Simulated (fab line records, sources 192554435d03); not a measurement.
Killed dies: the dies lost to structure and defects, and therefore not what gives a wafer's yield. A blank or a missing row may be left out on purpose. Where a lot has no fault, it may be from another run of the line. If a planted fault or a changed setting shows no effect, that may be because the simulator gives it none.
Which tool did it? + flow n5 finfet + Sampling: 10 lots, 30 wafers, 3 of 1938 route steps

WHAT THE GAUGES READ, wafer by wafer
N5_BEOL_M4_INSPECT_59: inspects for defects (darkfield).
| lot  | measured     | on                | raw defect count |
|------|--------------|-------------------|------------------|
| L441 | day 8 02:19  | defect inspect-01 | 59 75 75         |
| L443 | day 8 19:52  | defect inspect-01 | 40 66 41         |
| L442 | day 9 11:01  | defect inspect-02 | 87 102 45        |
| L445 | day 9 17:04  | defect inspect-01 | 67 52 57         |
| L446 | day 10 15:20 | defect inspect-01 | 110 109 95       |
| L447 | day 10 18:51 | defect inspect-02 | 108 91 100       |
| L458 | day 13 11:37 | defect inspect-01 | 88 63 51         |
| L459 | day 13 11:44 | defect inspect-01 | 80 86 89         |
| L460 | day 13 12:23 | defect inspect-01 | 110 52 74        |
| L463 | day 13 19:10 | defect inspect-02 | 88 73 53         |

N5_BEOL_M4_RC_MEAS_101.
| lot  | measured     | on        | COMB_M1_max_site (S/m)   | DIBL_N (mV/V)  | DIBL_P (mV/V)  | IOFF_N (nA/um)    | IOFF_P (nA/um) | ION_N (uA/um) | ION_P (uA/um) | SS_N (mV/dec)  | SS_P (mV/dec)  | VT_N (mV)         | VT_P (mV)      |
|------|--------------|-----------|--------------------------|----------------|----------------|-------------------|----------------|---------------|---------------|----------------|----------------|-------------------|----------------|
| L441 | day 8 02:21  | prober-01 | 6.7e-11 7.9e-11 8.7e-11  | 37.2 36.6 35.3 | 38.5 37.3 36.4 | 0.169 0.150 0.137 | 0.23 0.21 0.20 | 681 676 661   | 466 467 457   | 71.4 71.6 71.5 | 72.8 72.7 73.0 | 246.2 249.8 251.9 | -249 -251 -252 |
| L443 | day 8 19:53  | prober-01 | 1.02e-10 6.9e-11 9.1e-11 | 34.6 35.1 35.3 | 34.8 34.9 35.1 | 0.128 0.132 0.137 | 0.16 0.17 0.17 | 665 662 668   | 455 453 455   | 71.2 71.7 71.2 | 72.0 72.3 71.9 | 251.3 251.7 253.9 | -256 -253 -254 |
| L442 | day 9 11:22  | prober-02 | 7.3e-11 8.8e-11 7e-11    | 36.7 37.9 36.8 | 37.4 38.7 37.3 | 0.161 0.190 0.162 | 0.24 0.26 0.23 | 684 687 678   | 475 467 468   | 72.0 71.9 71.4 | 73.4 74.0 74.3 | 247.5 248.9 249.6 | -247 -249 -249 |
| L445 | day 9 17:05  | prober-01 | 7.1e-11 1.01e-10 8.8e-11 | 36.7 36.6 36.4 | 36.7 36.2 36.4 | 0.185 0.163 0.179 | 0.25 0.23 0.25 | 695 679 695   | 475 466 477   | 72.2 71.9 71.0 | 73.9 72.6 72.6 | 247.5 250.2 246.5 | -249 -249 -246 |
| L446 | day 10 15:31 | prober-02 | 7.5e-11 8.4e-11 6e-11    | 37.3 37.8 36.0 | 37.8 38.3 35.7 | 0.178 0.186 0.139 | 0.22 0.24 0.19 | 683 679 670   | 471 472 463   | 72.2 72.5 71.3 | 72.9 73.4 72.7 | 244.7 248.3 251.5 | -250 -250 -252 |
| L447 | day 10 18:52 | prober-01 | 9e-11 5.4e-11 4.1e-10    | 36.2 37.5 36.2 | 35.5 37.2 35.9 | 0.137 0.155 0.140 | 0.18 0.21 0.18 | 668 684 673   | 456 468 459   | 71.4 71.9 71.1 | 73.1 73.3 72.8 | 252.1 253.2 251.5 | -252 -252 -253 |
| L458 | day 13 11:38 | prober-02 | 7.8e-11 5.6e-11 6e-11    | 35.0 35.3 34.5 | 35.0 35.0 33.3 | 0.143 0.149 0.137 | 0.25 0.23 0.21 | 674 677 687   | 464 472 473   | 72.2 71.7 71.4 | 73.6 73.6 73.2 | 251.8 252.1 250.9 | -248 -247 -248 |
| L459 | day 13 11:45 | prober-01 | 6.8e-11 9.1e-11 7.1e-11  | 35.0 35.9 35.8 | 33.2 34.8 34.6 | 0.123 0.141 0.130 | 0.15 0.17 0.17 | 654 665 650   | 443 450 442   | 70.7 71.5 71.2 | 73.8 73.9 73.9 | 256.3 254.5 257.1 | -256 -258 -256 |
| L460 | day 13 12:34 | prober-02 | 9.6e-11 9.3e-11 6.6e-11  | 35.0 35.4 34.6 | 35.5 36.4 35.6 | 0.126 0.127 0.115 | 0.18 0.19 0.18 | 653 661 658   | 459 460 459   | 70.5 71.3 70.8 | 72.8 73.2 73.1 | 254.0 254.7 254.7 | -251 -251 -252 |
| L463 | day 13 19:12 | prober-01 | 9.5e-11 9.5e-11 9e-11    | 35.7 37.4 36.5 | 36.1 37.9 36.6 | 0.147 0.182 0.170 | 0.25 0.28 0.26 | 673 675 667   | 469 473 464   | 71.2 71.5 71.8 | 73.3 74.0 73.9 | 249.2 246.1 247.4 | -246 -245 -246 |

TOOL THAT RAN EACH LOT (tool first, then ch and the chambers of the sampled wafers, then the start)
| lot  | N5_BEOL_M1_ALD_84                   |
|------|-------------------------------------|
| L441 | ald metal-01 ch 0,2,3, day 6 12:57  |
| L443 | ald metal-02 ch 0,3, day 7 01:29    |
| L442 | ald metal-03 ch 0,1, day 7 01:46    |
| L445 | ald metal-03 ch 0,2, day 7 08:11    |
| L446 | ald metal-03 ch 0,1,2, day 7 23:23  |
| L447 | ald metal-03 ch 1,2,3, day 8 05:24  |
| L458 | ald metal-02 ch 0,1,2, day 10 18:37 |
| L459 | ald metal-01 ch 1,2,3, day 11 10:55 |
| L460 | ald metal-01 ch 1,2,3, day 11 11:16 |
| L463 | ald metal-01 ch 1,3, day 11 20:31   |
- N5_BEOL_M1_ALD_84: deposits TaN, pulse time 2 s, purge time 3 s, co reactant purge time 2 s.

AS READ BY THE TOOLS THEMSELVES (means over the sampled wafers that have a number; for cases with no such wafer, the mark the record gives instead)
N5_BEOL_M1_ALD_84.
| lot  | tool         | heater power outer w (W) | heater power w (W) |
|------|--------------|--------------------------|--------------------|
| L441 | ald metal-01 | 233                      | 419                |
| L443 | ald metal-02 | 227                      | 395                |
| L442 | ald metal-03 | 251                      | 420                |
| L445 | ald metal-03 | 272                      | 467                |
| L446 | ald metal-03 | 256                      | 432                |
| L447 | ald metal-03 | 234                      | 427                |
| L458 | ald metal-02 | 202                      | 381                |
| L459 | ald metal-01 | 227                      | 416                |
| L460 | ald metal-01 | 227                      | 425                |
| L463 | ald metal-01 | 228                      | 433                |

THE ANSWER, worked out from the rows above alone
Rule: usual is defined by the lots themselves. Put in order of their means at a reading, lots are off if they are a third of the lots or fewer, leave a main group of 4 or more, and stand apart from it by a gap of 3 or more times the standard deviation of the main group's means; of several such gaps the widest counts. The tables above print the reading to a certain number of digits; a main group whose means all agree to those digits is not used. A lot without any number at a reading at which 4 lots or more have one is off too. Any other lot the step has rows for is counted as sound. Order of review: gauges by route order, followed by the tools' own readings, for which a lot's mean as printed above is used. The first step at which some lot is off is used, and at that step the reading that is off furthest; a lot without a number counts as furthest.
Off: L447, seen at N5_BEOL_M4_RC_MEAS_101 (COMB_M1_max_site). The main group: mean 8.0e-11 S/m, standard deviation 8.2e-12.
If a tool, at a process step before that reading, ran all the lots that are off and no sound lot after the first of them, it fits. The gauges at N5_BEOL_M4_RC_MEAS_101 are tried like those tools. One candidate fits, namely ald metal-03 at N5_BEOL_M1_ALD_84. A fault onset in the window from L446 (day 7 23:23, its last sound lot) to L447 (day 8 05:24, its first lot off) fits.

WHAT THE SIMULATOR PUT IN
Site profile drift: ald metal-03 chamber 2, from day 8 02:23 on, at N5_BEOL_M1_ALD_84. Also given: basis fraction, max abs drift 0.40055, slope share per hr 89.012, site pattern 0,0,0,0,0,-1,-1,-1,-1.
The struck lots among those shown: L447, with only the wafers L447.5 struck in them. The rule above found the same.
